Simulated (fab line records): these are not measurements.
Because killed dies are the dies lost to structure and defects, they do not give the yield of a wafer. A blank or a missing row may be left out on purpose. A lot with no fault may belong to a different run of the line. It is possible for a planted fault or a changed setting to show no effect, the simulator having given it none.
fab line records -- flow nand_harc
[record] lots = 7, wafers = 21, last_day = 24
route steps=1159 shown A_CHANNEL_HOLE_D1@480 A_CHANNEL_FILL_D1@490 END@1159
lots untouched by any fault: they come from a run of this same line in which no faults occurred
start_h: hours from the record's first day to the start of the lot's first wafer shown -- wait_h: hours from the lot's prior step to this one -- " the same as in the row above -- L1.1+2: one row covering several wafers at once -- - either no value or no given start -- * or withheld: withheld -- < > ~ a bound
route shown NAME@n: a module of which the file shows steps, and the number in the route of the first -- usual: the fault-free wafers' mean and standard deviation -- same: alike in all rows -- chamber/n: place in a boat -- sites: each site's reading -- _std_site: their standard deviation -- _edge_site: inner sites' mean taken away from outer sites' mean -- radius_mm: for every site, how far away it sits from the centre of the wafer -- mask NAME#n: copy n -- behind: the tool/chamber that last shaped the wafer -- hold: what put the lot on hold/how long, in hours/how the hold closed -- device: names the non-switching transistor (n, p or np) -- end of line: the tests these same wafers got at the end of their route -- a step with no rows: only its recipe -- killed: dies lost to structure and defects at the first sort, not the wafer's yield -- map: dies across one wafer; x = killed, . = not, _ = none there
set.NAME: setting as actually run; set.NAME@STEP: the setting as run at that earlier step -- model.NAME: the simulator's own value behind a step, which no gauge read
certain route steps with their lots: each step a table, each wafer a row
services: when a tool's chamber went out of use (start_h, in hours from the record's first day, below 0 if earlier), for how many hours, and the reason
[[steps]]
[step NHARC_A_CHANNEL_HOLE_D1_STRIP_41]
[recipe] n2_flow_sccm = 150, h2_flow_sccm = 150, ar_flow_sccm = 0, bias_w = 0, chemistry = N2/H2
[step NHARC_A_CHANNEL_HOLE_D1_STRIP_42]
[recipe] cf4_flow_sccm = 100, chf3_flow_sccm = 30, ar_flow_sccm = 0, bias_w = 0, chemistry = CF4/CHF3
[step NHARC_A_CHANNEL_HOLE_D1_STRIP_43]
[recipe] o2_flow_sccm = 400, cos_flow_sccm = 20, ar_flow_sccm = 0, bias_w = 0, chemistry = O2/COS
[step NHARC_A_CHANNEL_HOLE_D1_ETCH_44]
[recipe] target_depth_a = 1400, overetch_a = 140, time_s = 77, ion_energy_ev = 100, cf4_flow_sccm = 80, o2_flow_sccm = 20, ar_flow_sccm = 0, rf_w = 300, bias_w = 100, chemistry = CF4/O2
[usual] drypump_motor_current_A = 5.8/0.46, oes_product_au = 1.000/0.01, rf_vpp_V = 197.8/1.3, showerhead_plenum_p_Torr = 1.33/0.057, throttle_valve_pct = 13.396/0.0091
lot.wafer,tool,chamber,start_h,wait_h,drypump_motor_current_A,oes_product_au,rf_hours_counter_h,rf_vpp_V,showerhead_plenum_p_Torr,throttle_valve_pct
L550.3,rie_diel-07,0,212.68,0.0,6.7,1.013,11,197.2,1.34,13.383
L550.2,rie_diel-07,1,212.68,0.0,5.9,1.001,11,199.4,1.41,13.389
L550.1,rie_diel-07,2,212.68,0.0,6.3,0.991,12,200.4,1.40,13.412
L553.3,rie_diel-05,3,228.62,0.0,5.4,1.014,3,199.0,1.34,13.408
L553.2,rie_diel-05,0,228.62,0.0,5.2,1.013,3,198.1,1.40,13.411
L553.4,rie_diel-05,2,228.62,0.0,5.5,1.012,3,197.5,1.35,13.393
L560.3,rie_diel-06,1,266.05,0.1,6.0,0.998,1,196.0,1.24,13.386
L560.6,rie_diel-06,3,266.05,0.1,5.0,1.005,-,196.4,1.25,13.401
L560.5,rie_diel-06,0,266.05,0.1,5.9,1.004,-,199.1,1.39,13.385
L561.3,rie_diel-06,2,272.15,0.1,5.6,0.990,1,196.1,1.27,13.402
L561.1,rie_diel-06,0,272.15,0.1,5.9,1.005,2,198.7,1.39,13.400
L561.6,rie_diel-06,1,272.15,0.1,6.0,0.996,-,195.8,1.24,13.404
L563.4,rie_diel-07,0,280.53,0.1,6.7,0.999,3,197.4,1.34,13.391
L563.2,rie_diel-07,1,280.53,0.1,5.9,1.000,2,198.7,1.41,13.376
L563.1,rie_diel-07,2,280.53,0.1,6.3,0.999,2,197.5,1.39,13.385
L567.2,rie_diel-05,1,302.78,0.1,5.6,1.003,8,198.3,1.32,13.407
L567.1,rie_diel-05,2,302.78,0.1,5.5,0.999,9,199.2,1.34,13.403
L567.4,rie_diel-05,3,302.78,0.1,5.4,1.006,9,197.0,1.34,13.382
L568.2,rie_diel-06,2,306.93,0.0,5.6,0.989,5,196.4,1.27,13.398
L568.3,rie_diel-06,1,306.93,0.0,6.0,1.003,4,196.3,1.24,13.415
L568.5,rie_diel-06,3,306.93,0.0,5.0,0.994,-,196.2,1.25,13.406
[step NHARC_A_CHANNEL_HOLE_D1_STRIP_27]
[recipe] o2_flow_sccm = 500, ar_flow_sccm = 0, bias_w = 0, chemistry = O2
[usual] drypump_motor_current_A = 5.8/0.45, oes_product_au = 1.001/0.0096, rf_vpp_V = 57.8/0.98, showerhead_plenum_p_Torr = 3.52/0.15, throttle_valve_pct = 17.037/0.0098
lot.wafer,tool,chamber,start_h,wait_h,drypump_motor_current_A,oes_product_au,rf_hours_counter_h,rf_vpp_V,showerhead_plenum_p_Torr,throttle_valve_pct
L550.2,rie_diel-07,1,-,-,5.9,1.004,11,58.1,3.71,17.034
L550.3,rie_diel-07,2,-,-,6.3,0.997,12,58.7,3.68,17.048
L550.1,rie_diel-07,3,-,-,6.1,1.001,10,58.3,3.43,17.019
L553.3,rie_diel-05,3,-,-,5.4,1.012,4,57.4,3.54,17.022
L553.4,rie_diel-05,0,-,-,5.2,0.996,3,57.0,3.69,17.049
L553.2,rie_diel-05,1,-,-,5.6,0.996,3,58.2,3.50,17.036
L560.3,rie_diel-06,3,-,-,5.0,1.008,1,57.0,3.31,17.039
L560.5,rie_diel-06,3,-,-,5.0,1.011,-,57.3,3.31,17.028
L560.6,rie_diel-06,0,-,-,5.9,1.005,-,58.5,3.67,17.047
L561.1,rie_diel-06,1,-,-,6.0,1.007,2,56.4,3.29,17.015
L561.3,rie_diel-06,2,-,-,5.7,1.000,1,56.8,3.37,17.050
L561.6,rie_diel-06,0,-,-,5.9,1.006,-,57.6,3.67,17.035
L563.4,rie_diel-07,2,-,-,6.3,0.993,2,59.0,3.68,17.040
L563.1,rie_diel-07,3,-,-,6.1,0.994,3,58.1,3.43,17.039
L563.2,rie_diel-07,0,-,-,6.8,0.989,3,58.5,3.54,17.049
L567.4,rie_diel-05,3,-,-,5.4,1.009,9,59.2,3.53,17.034
L567.2,rie_diel-05,0,-,-,5.2,1.008,8,58.3,3.68,17.033
L567.1,rie_diel-05,1,-,-,5.6,1.002,8,58.2,3.50,17.020
L568.2,rie_diel-06,2,-,-,5.6,0.977,5,57.3,3.37,17.044
L568.3,rie_diel-06,1,-,-,6.0,0.993,4,56.7,3.29,17.031
L568.5,rie_diel-06,3,-,-,5.0,0.990,-,58.1,3.31,17.036
[step NHARC_A_CHANNEL_HOLE_D1_PRECLEAN_28]
[recipe] time_s = *, temp_c = 50, bath_age_min = 0, chemistry = SC1
[step NHARC_A_CHANNEL_HOLE_D1_SRD_29]
[step NHARC_A_CHANNEL_HOLE_D1_CD_MEAS_30]
[usual] cd_nm = 89.9/1.3
lot.wafer,tool,chamber,start_h,wait_h,cd_nm
L550.1,cd_sem-02,-,213.47,-,88.7
L550.2,cd_sem-02,-,213.47,-,87.5
L550.3,cd_sem-02,-,213.47,-,90.2
L553.2,cd_sem-02,-,229.44,-,90.9
L553.3,cd_sem-02,-,229.44,-,89.2
L553.4,cd_sem-02,-,229.44,-,92.8
L560.3,cd_sem-03,-,266.85,-,91.1
L560.5,cd_sem-03,-,266.85,-,89.6
L560.6,cd_sem-03,-,266.85,-,92.9
L561.1,cd_sem-03,-,272.93,-,89.6
L561.3,cd_sem-03,-,272.93,-,88.8
L561.6,cd_sem-03,-,272.93,-,90.7
L563.1,cd_sem-02,-,281.31,-,89.8
L563.2,cd_sem-02,-,281.31,-,89.0
L563.4,cd_sem-02,-,281.31,-,91.0
L567.1,cd_sem-01,-,303.57,-,89.3
L567.2,cd_sem-01,-,303.57,-,91.4
L567.4,cd_sem-01,-,303.57,-,89.9
L568.2,cd_sem-01,-,307.73,-,90.4
L568.3,cd_sem-01,-,307.73,-,91.6
L568.5,cd_sem-01,-,307.73,-,91.6
[step NHARC_A_CHANNEL_HOLE_D1_XSEM_31]
[recipe] landing_energy_ev = 35000
[usual] bot_cd_nm = 74.3/1.4, bow_nm = 8.65/0.23, tilt_deg = 0.09/0.037
lot.wafer,tool,chamber,start_h,wait_h,bot_cd_nm,bow_nm,tilt_deg
L550.1,xsem-01,0,213.56,0.1,74.2,8.44,0.04
L550.2,xsem-01,0,213.56,0.1,72.6,8.46,0.04
L550.3,xsem-01,0,213.56,0.1,73.9,8.41,0.04
L553.2,xsem-02,0,229.53,0.1,73.7,8.69,0.08
L553.3,xsem-02,0,229.53,0.1,72.2,8.54,0.08
L553.4,xsem-02,0,229.53,0.1,75.9,8.61,0.08
L560.3,xsem-02,0,266.94,0.1,76.2,8.80,0.10
L560.5,xsem-02,0,266.94,0.1,73.0,8.81,0.10
L560.6,xsem-02,0,266.94,0.1,76.9,8.75,0.10
L561.1,xsem-01,0,273.02,0.1,74.2,8.55,0.09
L561.3,xsem-01,0,273.02,0.1,73.6,8.60,0.09
L561.6,xsem-01,0,273.02,0.1,75.2,8.52,0.09
L563.1,xsem-02,0,281.41,0.1,72.5,8.90,0.10
L563.2,xsem-02,0,281.41,0.1,72.6,8.91,0.10
L563.4,xsem-02,0,281.41,0.1,74.1,8.84,0.10
L567.1,xsem-01,0,303.66,0.1,74.6,8.95,0.06
L567.2,xsem-01,0,303.66,0.1,76.7,8.82,0.06
L567.4,xsem-01,0,303.66,0.1,75.5,8.85,0.07
L568.2,xsem-01,0,307.83,0.1,75.7,8.54,0.06
L568.3,xsem-01,0,307.83,0.1,76.3,8.51,0.06
L568.5,xsem-01,0,307.83,0.1,76.7,8.49,0.06
[step NHARC_A_CHANNEL_HOLE_D1_INSPECT_40]
[usual] raw_defect_count = 61/18
lot.wafer,tool,chamber,start_h,wait_h,raw_defect_count
L550.1,defect_inspect-01,-,213.65,-,77
L550.2,defect_inspect-01,-,213.65,-,67
L550.3,defect_inspect-01,-,213.65,-,86
L553.2,defect_inspect-01,-,229.63,-,67
L553.3,defect_inspect-01,-,229.63,-,81
L553.4,defect_inspect-01,-,229.63,-,76
L560.3,defect_inspect-02,-,267.03,-,65
L560.5,defect_inspect-02,-,267.03,-,60
L560.6,defect_inspect-02,-,267.03,-,38
L561.1,defect_inspect-01,-,273.12,-,99
L561.3,defect_inspect-01,-,273.12,-,84
L561.6,defect_inspect-01,-,273.12,-,56
L563.1,defect_inspect-02,-,281.51,-,51
L563.2,defect_inspect-02,-,281.51,-,49
L563.4,defect_inspect-02,-,281.51,-,38
L567.1,defect_inspect-01,-,303.76,-,57
L567.2,defect_inspect-01,-,303.76,-,39
L567.4,defect_inspect-01,-,303.76,-,53
L568.2,defect_inspect-01,-,307.92,-,40
L568.3,defect_inspect-01,-,307.92,-,50
L568.5,defect_inspect-01,-,307.92,-,68
[step NHARC_A_CHANNEL_FILL_D1_PRECLEAN_00]
[recipe] time_s = *, temp_c = 50, bath_age_min = 0, chemistry = SC1
[step NHARC_A_CHANNEL_FILL_D1_SRD_01]
[step NHARC_A_CHANNEL_FILL_D1_ALD_02]
[recipe] target_thk_a = 60, pulse_time_s = 10, ald_cycles = 60, temp_c = 300, material = SiO2
[usual] ald_cycles = 60/0, heater_power_w = 497/66, precursor_pulse_height_rel = 1.000/0.02
lot.wafer,tool,chamber,start_h,wait_h,ald_cycles,heater_power_w,precursor_pulse_height_rel
L550.3,ald_hk-01,0,214.23,-,60,429,1.036
L550.1,ald_hk-01,1,214.23,-,60,553,0.996
L550.2,ald_hk-01,2,214.23,-,60,449,0.984
L553.3,ald_hk-04,2,229.82,-,60,504,0.973
L553.2,ald_hk-04,0,229.82,-,60,497,1.035
L553.4,ald_hk-04,1,229.82,-,60,565,0.987
L560.3,ald_hk-01,3,270.33,-,67,619,1.005
L560.6,ald_hk-01,2,270.33,-,67,439,0.949
L560.5,ald_hk-01,3,270.33,-,67,607,0.984
L561.3,ald_hk-01,2,273.31,-,67,432,0.996
L561.1,ald_hk-01,1,273.31,-,67,559,1.018
L561.6,ald_hk-01,2,273.31,-,67,438,1.020
L563.2,ald_hk-01,0,281.72,-,67,473,0.982
L563.4,ald_hk-01,1,281.72,-,67,543,0.994
L563.1,ald_hk-01,2,281.72,-,67,438,0.966
L567.4,ald_hk-04,0,305.21,-,60,493,0.962
L567.1,ald_hk-04,1,305.21,-,60,579,1.013
L567.2,ald_hk-04,3,305.21,-,60,525,0.987
L568.2,ald_hk-02,1,308.12,-,60,383,0.993
L568.3,ald_hk-02,2,308.12,-,60,409,1.016
L568.5,ald_hk-02,1,308.12,-,60,387,1.000
[step NHARC_A_CHANNEL_FILL_D1_ALD_03]
[recipe] target_thk_a = 60, pulse_time_s = 60, ald_cycles = 58, temp_c = 630, pressure_torr = 2, material = SiNx
[usual] ald_cycles = 58/0, precursor_pulse_height_rel = 0.997/0.019
lot.wafer,tool,chamber,start_h,wait_h,ald_cycles,precursor_pulse_height_rel
L550.1,ald_sin_batch-01,0,-,-,58,1.026
L550.2,ald_sin_batch-01,0,-,-,58,1.002
L550.3,ald_sin_batch-01,0,-,-,58,0.998
L553.2,ald_sin_batch-03,0,-,-,58,1.026
L553.3,ald_sin_batch-03,0,-,-,58,1.000
L553.4,ald_sin_batch-03,0,-,-,58,0.979
L560.3,ald_sin_batch-01,0,-,-,58,1.005
L560.5,ald_sin_batch-01,0,-,-,58,1.024
L560.6,ald_sin_batch-01,0,-,-,58,1.011
L561.1,ald_sin_batch-03,0,-,-,58,0.999
L561.3,ald_sin_batch-03,0,-,-,58,0.978
L561.6,ald_sin_batch-03,0,-,-,58,0.999
L563.1,ald_sin_batch-01,0,-,-,58,0.991
L563.2,ald_sin_batch-01,0,-,-,58,1.025
L563.4,ald_sin_batch-01,0,-,-,58,0.969
L567.1,ald_sin_batch-03,0,-,-,58,1.031
L567.2,ald_sin_batch-03,0,-,-,58,0.984
L567.4,ald_sin_batch-03,0,-,-,58,0.983
L568.2,ald_sin_batch-02,0,-,-,58,0.966
L568.3,ald_sin_batch-02,0,-,-,58,0.980
L568.5,ald_sin_batch-02,0,-,-,58,0.987
[step NHARC_END_SORT_01]
[recipe] temp_c = 25
[usual] killed_at_array = 29/13, killed_at_other = 0.7/1, killed_at_periphery = 3.2/2.3, killed_dies = 33/13, killed_open = 3.3/1.7, killed_short = 2.0/1.5
[same] gross_dies = 677
lot.wafer,tool,chamber,start_h,wait_h,killed_at_array,killed_at_other,killed_at_periphery,killed_dies,killed_open,killed_short
L550.1,prober-02,0,478.59,2.5,38,0,2,40,3,4
L550.2,prober-02,0,479.39,2.8,36,0,6,42,4,2
L550.3,prober-02,0,480.19,3.1,32,0,2,34,4,0
L553.2,prober-02,0,495.70,2.8,14,0,6,20,2,3
L553.3,prober-02,0,496.49,3.1,13,0,3,16,4,2
L553.4,prober-02,0,497.28,3.4,16,1,8,25,3,4
L561.1,prober-02,0,529.72,2.5,45,0,1,46,2,1
L561.3,prober-02,0,531.32,3.1,45,1,4,50,3,2
L561.6,prober-02,0,533.72,4.0,36,2,2,40,2,1
L560.3,prober-01,0,531.34,3.1,18,3,3,24,3,2
L560.5,prober-01,0,532.99,3.8,13,3,2,18,2,4
L560.6,prober-01,0,533.81,4.1,10,3,3,16,1,2
L563.1,prober-02,0,544.13,2.5,24,1,2,27,2,3
L563.2,prober-02,0,544.92,2.7,16,1,0,17,2,1
L563.4,prober-02,0,546.50,3.3,37,0,1,38,6,1
L568.2,prober-01,0,565.31,2.8,14,1,9,24,1,1
L568.3,prober-01,0,566.11,3.1,20,2,3,25,6,3
L568.5,prober-01,0,567.69,3.7,17,0,1,18,1,3
L567.1,prober-02,0,572.25,2.5,21,1,5,27,6,4
L567.2,prober-02,0,573.05,2.8,19,0,3,22,6,2
L567.4,prober-02,0,574.65,3.4,22,0,1,23,1,3
// killed by level:class
L550.1 A_SLIT:chamber_film_flake=15 A_CHANNEL_HOLE_D1:chamber_film_flake=13 A_CHANNEL_FILL_D1:geometric_particle:short=2 A_CONTACT:chamber_film_flake=2 P_GATE:geometric_particle:open=1 A_CHANNEL_FILL_D1:geometric_particle:open=1 A_WL_FILL:geometric_particle:short=1 A_CONTACT:geometric_particle:open=1
L550.2 A_CHANNEL_HOLE_D1:chamber_film_flake=20 A_SLIT:chamber_film_flake=8 P_ZERO_WELL:chamber_film_flake=3 A_STAIRCASE:chamber_film_flake=3 A_CONTACT:geometric_particle:open=2 P_CONTACT:geometric_particle:open=1 P_M0:geometric_particle:short=1 A_CHANNEL_FILL_D1:geometric_particle:short=1
L550.3 A_CHANNEL_HOLE_D1:chamber_film_flake=14 A_SLIT:chamber_film_flake=9 A_STAIRCASE:chamber_film_flake=4 P_GATE:chamber_film_flake=2 A_ONON_D1:geometric_particle:open=1 A_CHANNEL_FILL_D1:geometric_particle:open=1 A_CONTACT:geometric_particle:open=1 A_BLC:geometric_particle:open=1
L553.2 A_CHANNEL_HOLE_D1:chamber_film_flake=8 P_GATE:chamber_film_flake=2 A_CONTACT:chamber_film_flake=2 P_M0:geometric_particle:open=1 P_M1:geometric_particle:open=1 P_M1:geometric_particle:short=1 A_SOURCE_PLATE:geometric_particle:short=1 A_WL_FILL:geometric_particle:short=1
L553.3 A_CHANNEL_HOLE_D1:chamber_film_flake=3 P_STI:chamber_film_flake=2 A_STAIRCASE:chamber_film_flake=2 P_STI:geometric_particle:open=1 A_ONON_D1:geometric_particle:open=1 A_WL_FILL:geometric_particle:open=1 A_WL_FILL:geometric_particle:short=1 A_CONTACT:geometric_particle:open=1
L553.4 A_CHANNEL_HOLE_D1:chamber_film_flake=7 A_STAIRCASE:chamber_film_flake=5 A_CHANNEL_HOLE_D1:geometric_particle:short=3 P_CONTACT:geometric_particle:open=2 P_ZERO_WELL:chamber_film_flake=2 P_STI:chamber_film_flake=2 P_CONTACT:geometric_particle:short=1 P_M0:geometric_particle:open=1
L561.1 A_CHANNEL_HOLE_D1:chamber_film_flake=24 A_SLIT:chamber_film_flake=12 A_CONTACT:chamber_film_flake=3 A_SGD_CUT:chamber_film_flake=2 A_SOURCE_PLATE:geometric_particle:short=1 A_BLC:geometric_particle:open=1 A_M0:geometric_particle:open=1 P_STI:chamber_film_flake=1
L561.3 A_CHANNEL_HOLE_D1:chamber_film_flake=19 A_SLIT:chamber_film_flake=19 A_CONTACT:chamber_film_flake=3 P_M0:geometric_particle:open=2 A_CHANNEL_FILL_D1:geometric_particle:short=2 P_STI:chamber_film_flake=2 A_CHANNEL_FILL_D1:geometric_particle:open=1 A_SGD_CUT:chamber_film_flake=1
L560.3 A_CHANNEL_HOLE_D1:chamber_film_flake=6 A_STAIRCASE:chamber_film_flake=6 THIN_TSV:chamber_film_flake=3 A_CONTACT:chamber_film_flake=2 P_STI:geometric_particle:open=1 P_M0:geometric_particle:open=1 A_CHANNEL_HOLE_D1:geometric_particle:short=1 A_M0:geometric_particle:open=1
L560.5 A_CHANNEL_HOLE_D1:chamber_film_flake=6 THIN_TSV:chamber_film_flake=3 A_WL_FILL:geometric_particle:short=2 P_M1:geometric_particle:short=1 A_ONON_D1:geometric_particle:short=1 A_WL_FILL:geometric_particle:open=1 A_M0:geometric_particle:open=1 P_STI:chamber_film_flake=1
L561.6 A_SLIT:chamber_film_flake=16 A_CHANNEL_HOLE_D1:chamber_film_flake=14 A_SGD_CUT:chamber_film_flake=2 A_CONTACT:chamber_film_flake=2 A_CHANNEL_FILL_D1:geometric_particle:open=1 A_CONTACT:geometric_particle:open=1 P_STI:chamber_film_flake=1 P_GATE:chamber_film_flake=1
L560.6 A_CONTACT:chamber_film_flake=5 A_CHANNEL_HOLE_D1:chamber_film_flake=3 THIN_TSV:chamber_film_flake=3 P_CONTACT:geometric_particle:short=1 P_M2:geometric_particle:short=1 A_CONTACT:geometric_particle:open=1 P_STI:chamber_film_flake=1 A_STAIRCASE:chamber_film_flake=1
L563.1 A_SLIT:chamber_film_flake=11 A_CHANNEL_HOLE_D1:chamber_film_flake=5 A_CONTACT:chamber_film_flake=3 P_M0:geometric_particle:short=1 A_CHANNEL_HOLE_D1:geometric_particle:open=1 A_CHANNEL_FILL_D1:geometric_particle:short=1 A_WL_FILL:geometric_particle:short=1 A_CONTACT:geometric_particle:open=1
L563.2 A_SLIT:chamber_film_flake=9 A_CHANNEL_HOLE_D1:chamber_film_flake=2 A_SOURCE_PLATE:geometric_particle:open=1 A_CHANNEL_HOLE_D1:geometric_particle:open=1 A_CHANNEL_FILL_D1:geometric_particle:short=1 A_WL_FILL:chamber_film_flake=1 A_CONTACT:chamber_film_flake=1 THIN_TSV:chamber_film_flake=1
L563.4 A_SLIT:chamber_film_flake=20 A_CONTACT:chamber_film_flake=7 A_CONTACT:geometric_particle:open=4 A_CHANNEL_HOLE_D1:chamber_film_flake=2 A_ONON_D1:geometric_particle:open=1 A_CHANNEL_HOLE_D1:geometric_particle:open=1 A_CHANNEL_HOLE_D1:geometric_particle:short=1 P_M0:chamber_film_flake=1
L568.2 P_M0:chamber_film_flake=6 A_WL_FILL:chamber_film_flake=5 A_CHANNEL_HOLE_D1:chamber_film_flake=4 P_ZERO_WELL:chamber_film_flake=2 A_CONTACT:chamber_film_flake=2 A_WL_FILL:geometric_particle:short=1 A_WL_FILL:geometric_particle:open=1 P_GATE:chamber_film_flake=1
L568.3 A_CHANNEL_HOLE_D1:chamber_film_flake=9 A_M0:geometric_particle:open=2 P_M2:geometric_particle:open=1 A_ONON_D1:geometric_particle:open=1 A_WL_FILL:geometric_particle:short=1 A_CONTACT:geometric_particle:short=1 A_CONTACT:geometric_particle:open=1 A_BLC:geometric_particle:open=1
L568.5 A_CHANNEL_HOLE_D1:chamber_film_flake=5 A_CHANNEL_FILL_D1:geometric_particle:short=2 A_STAIRCASE:chamber_film_flake=2 A_SLIT:chamber_film_flake=2 A_WL_FILL:chamber_film_flake=2 A_STAIRCASE:geometric_particle:open=1 A_WL_FILL:geometric_particle:short=1 P_ZERO_WELL:chamber_film_flake=1
L567.1 A_CHANNEL_HOLE_D1:chamber_film_flake=6 A_STAIRCASE:chamber_film_flake=3 A_WL_FILL:chamber_film_flake=2 P_STI:geometric_particle:open=1 P_CONTACT:geometric_particle:open=1 P_M1:geometric_particle:short=1 A_SOURCE_PLATE:geometric_particle:short=1 A_ONON_D1:geometric_particle:open=1
L567.2 A_CHANNEL_HOLE_D1:chamber_film_flake=8 A_CHANNEL_HOLE_D1:geometric_particle:open=2 A_CONTACT:geometric_particle:open=2 P_STI:chamber_film_flake=2 A_CONTACT:chamber_film_flake=2 A_SOURCE_PLATE:geometric_particle:open=1 A_CHANNEL_FILL_D1:geometric_particle:open=1 A_WL_FILL:geometric_particle:short=1
L567.4 A_CHANNEL_HOLE_D1:chamber_film_flake=11 A_CONTACT:chamber_film_flake=3 A_STAIRCASE:chamber_film_flake=2 P_M0:geometric_particle:short=1 A_CHANNEL_FILL_D1:geometric_particle:open=1 A_SGD_CUT:geometric_particle:short=1 A_CONTACT:geometric_particle:short=1 A_M1:chamber_film_flake=1
[[services]]
tool,chamber,start_h,hours,kind
rie_diel-06,0,195.70,-,clean
rie_diel-06,1,195.70,-,clean
rie_diel-06,2,195.70,-,clean
rie_diel-06,3,195.70,-,clean
rie_diel-06,3,197.03,5.0,repair
ald_sin_batch-03,-,210.82,2.5,repair
rie_diel-06,0,220.20,-,clean
rie_diel-06,1,220.20,-,clean
rie_diel-06,2,220.20,-,clean
rie_diel-06,3,220.20,-,clean
rie_diel-07,-,228.20,9.0,pm
ald_hk-01,-,231.04,10.0,pm
rie_diel-06,-,241.20,9.0,pm
rie_diel-06,0,241.20,9.0,vent_cycle
rie_diel-06,1,241.20,9.0,vent_cycle
rie_diel-06,2,241.20,9.0,vent_cycle
rie_diel-06,3,241.20,9.0,vent_cycle
rie_diel-06,0,250.20,-,clean
rie_diel-06,1,250.20,-,clean
rie_diel-06,2,250.20,-,clean
rie_diel-06,3,250.20,-,clean
ald_hk-01,-,256.30,0.9,repair
rie_diel-05,-,282.34,1.2,repair
xsem-02,-,302.00,14.0,pm
[[key]]
[first_sign] step = NHARC_A_CHANNEL_FILL_D1_ALD_02, reading = ald_cycles, direction = up, sigmas = 99+, usual = 60, struck = 67
effect none on later readings
met_at NHARC_A_CHANNEL_FILL_D1_ALD_02
struck_wafers L560.3,L560.5,L560.6,L561.1,L561.3,L561.6,L563.1,L563.2,L563.4
tester_left_out L560,L561,L563
onset_between 214.23 270.33
[fault] kind = process_parameter_drift, tool = ald_hk-01, chamber = -, onset_h = 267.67, steps = NHARC_A_CHANNEL_FILL_D1_ALD_02, channel = ald_cycles, offset = 7, shape = step, end_h = 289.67, acts_in = these_recipes_only, stated = 60
// tester_left_out: of these lots the tester's yield and bins aren't shown, on N5 and GAA mostly nor the transistor test; their killed dies are dies lost to structure and defects alone, not to doping, threshold or leakage, so they don't give the yield
